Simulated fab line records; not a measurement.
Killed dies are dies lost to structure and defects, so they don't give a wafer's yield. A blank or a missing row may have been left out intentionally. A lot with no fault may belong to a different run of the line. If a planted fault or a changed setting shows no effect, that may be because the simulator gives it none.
Which tool was responsible? / flow nandHarc / Sampling: 15 lots, 45 wafers, 2 of 1302 route steps

## WHAT THE GAUGES READ, wafer by wafer
NHARC_A_CONTACT_OVL_MEAS_43.
lot=L505; measured=day 21 16:33; on=overlay-01; overlayXNm (nm)=0.2 -0.3 0.3; overlayYNm (nm)=0.2 0.2 0.3
lot=L508; measured=day 22 09:52; on=overlay-01; overlayXNm (nm)=-0.6 -0.5 0.0; overlayYNm (nm)=0.6 1.1 1.0
lot=L510; measured=day 22 10:04; on=overlay-02; overlayXNm (nm)=-0.7 -0.8 -0.2; overlayYNm (nm)=0.6 0.9 0.4
lot=L509; measured=day 22 17:17; on=overlay-01; overlayXNm (nm)=-2.1 -2.2 -2.0; overlayYNm (nm)=-1.4 -0.8 -1.1
lot=L507; measured=day 22 18:02; on=overlay-01; overlayXNm (nm)=-0.7 -1.6 -1.3; overlayYNm (nm)=-0.8 -0.9 -0.6
lot=L511; measured=day 23 10:14; on=overlay-02; overlayXNm (nm)=-1.6 -1.5 -0.7; overlayYNm (nm)=0.2 0.5 0.2
lot=L516; measured=day 25 18:50; on=overlay-01; overlayXNm (nm)=- - -; overlayYNm (nm)=- - -
lot=L518; measured=day 26 13:23; on=overlay-01; overlayXNm (nm)=- - -; overlayYNm (nm)=- - -
lot=L519; measured=day 27 10:36; on=overlay-02; overlayXNm (nm)=- - -; overlayYNm (nm)=- - -
lot=L520; measured=day 27 11:01; on=overlay-02; overlayXNm (nm)=0.7 0.8 0.9; overlayYNm (nm)=1.0 0.7 0.3
lot=L525; measured=day 29 04:58; on=overlay-01; overlayXNm (nm)=0.0 -0.4 -0.2; overlayYNm (nm)=0.7 0.6 0.3
lot=L524; measured=day 29 06:31; on=overlay-02; overlayXNm (nm)=0.1 0.2 0.3; overlayYNm (nm)=0.1 -0.1 -0.1
lot=L527; measured=day 30 10:49; on=overlay-02; overlayXNm (nm)=0.3 0.1 0.1; overlayYNm (nm)=0.8 1.0 0.9
lot=L526; measured=day 31 06:38; on=overlay-02; overlayXNm (nm)=-0.6 0.1 0.2; overlayYNm (nm)=0.1 -0.9 -0.6
lot=L528; measured=day 31 15:04; on=overlay-02; overlayXNm (nm)=0.2 0.4 0.8; overlayYNm (nm)=0.4 0.6 0.4

## WHICH TOOL RAN EACH LOT (tool, then ch and the chambers of the sampled wafers, then the start)
lot=L505; NHARC_A_CONTACT_PEB_40=lithoTrack-04 ch 0, day 21 16:23
lot=L508; NHARC_A_CONTACT_PEB_40=lithoTrack-06 ch 0, day 22 09:41
lot=L510; NHARC_A_CONTACT_PEB_40=lithoTrack-01 ch 0, day 22 09:53
lot=L509; NHARC_A_CONTACT_PEB_40=lithoTrack-06 ch 0, day 22 17:07
lot=L507; NHARC_A_CONTACT_PEB_40=lithoTrack-04 ch 0, day 22 17:52
lot=L511; NHARC_A_CONTACT_PEB_40=lithoTrack-01 ch 0, day 23 10:04
lot=L516; NHARC_A_CONTACT_PEB_40=lithoTrack-04, day 25 18:41
lot=L518; NHARC_A_CONTACT_PEB_40=lithoTrack-01, day 26 13:13
lot=L519; NHARC_A_CONTACT_PEB_40=lithoTrack-04, day 27 10:26
lot=L520; NHARC_A_CONTACT_PEB_40=lithoTrack-01 ch 0, day 27 10:51
lot=L525; NHARC_A_CONTACT_PEB_40=lithoTrack-01 ch 0, day 29 04:47
lot=L524; NHARC_A_CONTACT_PEB_40=lithoTrack-01 ch 0, day 29 06:21
lot=L527; NHARC_A_CONTACT_PEB_40=lithoTrack-04 ch 0, day 30 10:40
lot=L526; NHARC_A_CONTACT_PEB_40=lithoTrack-06 ch 0, day 31 06:28
lot=L528; NHARC_A_CONTACT_PEB_40=lithoTrack-06 ch 0, day 31 14:54
- NHARC_A_CONTACT_PEB_40: peb time 65 s.

## AS READ BY THE TOOLS THEMSELVES (means over the sampled wafers that have a number; for cases with no such wafer, the mark the record gives instead)
NHARC_A_CONTACT_PEB_40.
lot=L505; tool=lithoTrack-04; chillPlateTempC (C)=22.96; exhaustPa (Pa)=45.0
lot=L508; tool=lithoTrack-06; chillPlateTempC (C)=23.04; exhaustPa (Pa)=45.0
lot=L510; tool=lithoTrack-01; chillPlateTempC (C)=22.84; exhaustPa (Pa)=45.5
lot=L509; tool=lithoTrack-06; chillPlateTempC (C)=22.95; exhaustPa (Pa)=43.6
lot=L507; tool=lithoTrack-04; chillPlateTempC (C)=22.90; exhaustPa (Pa)=44.6
lot=L511; tool=lithoTrack-01; chillPlateTempC (C)=22.96; exhaustPa (Pa)=44.1
lot=L516; tool=lithoTrack-04; chillPlateTempC (C)=-; exhaustPa (Pa)=-
lot=L518; tool=lithoTrack-01; chillPlateTempC (C)=-; exhaustPa (Pa)=-
lot=L519; tool=lithoTrack-04; chillPlateTempC (C)=-; exhaustPa (Pa)=-
lot=L520; tool=lithoTrack-01; chillPlateTempC (C)=23.03; exhaustPa (Pa)=45.2
lot=L525; tool=lithoTrack-01; chillPlateTempC (C)=22.91; exhaustPa (Pa)=45.2
lot=L524; tool=lithoTrack-01; chillPlateTempC (C)=23.10; exhaustPa (Pa)=44.4
lot=L527; tool=lithoTrack-04; chillPlateTempC (C)=22.89; exhaustPa (Pa)=45.8
lot=L526; tool=lithoTrack-06; chillPlateTempC (C)=23.06; exhaustPa (Pa)=45.1
lot=L528; tool=lithoTrack-06; chillPlateTempC (C)=22.94; exhaustPa (Pa)=44.5

## THE ANSWER, worked out from the rows above alone
Rule: the lots themselves supply what counts as usual. Put in order of their means at a reading, lots are off if they are a third of the lots or fewer, leave a main group of 4 or more, and stand apart from it by a gap of 3 or more times the standard deviation of the main group's means; of several such gaps the widest counts. If all means in a main group match to the digits the tables above print for the reading, that group is not used. Also off: a lot with no number at a reading for which 4 or more lots have one. All remaining lots with rows at the step are treated as sound. First the gauges in route order, then the tools' own readings, where a lot's mean is used as printed above. The first step at which some lot is off is used, and at that step the reading that is off furthest; a lot without a number counts as furthest.
Off at NHARC_A_CONTACT_OVL_MEAS_43 (overlayXNm): L516, L518, L519. Without a number there: L516, L518, L519. The main group: mean -0.3 nm, standard deviation 0.79.
A tool fits if, at a process step before that reading, it ran every lot that is off, and no sound lot after the first of them. Not tried: the gauges at NHARC_A_CONTACT_OVL_MEAS_43; whatever is off there is also off at NHARC_A_CONTACT_PEB_40, on other tools, and gauge error can't account for it. Not one of the candidates tried fits.

## WHAT WAS PUT IN BY THE SIMULATOR
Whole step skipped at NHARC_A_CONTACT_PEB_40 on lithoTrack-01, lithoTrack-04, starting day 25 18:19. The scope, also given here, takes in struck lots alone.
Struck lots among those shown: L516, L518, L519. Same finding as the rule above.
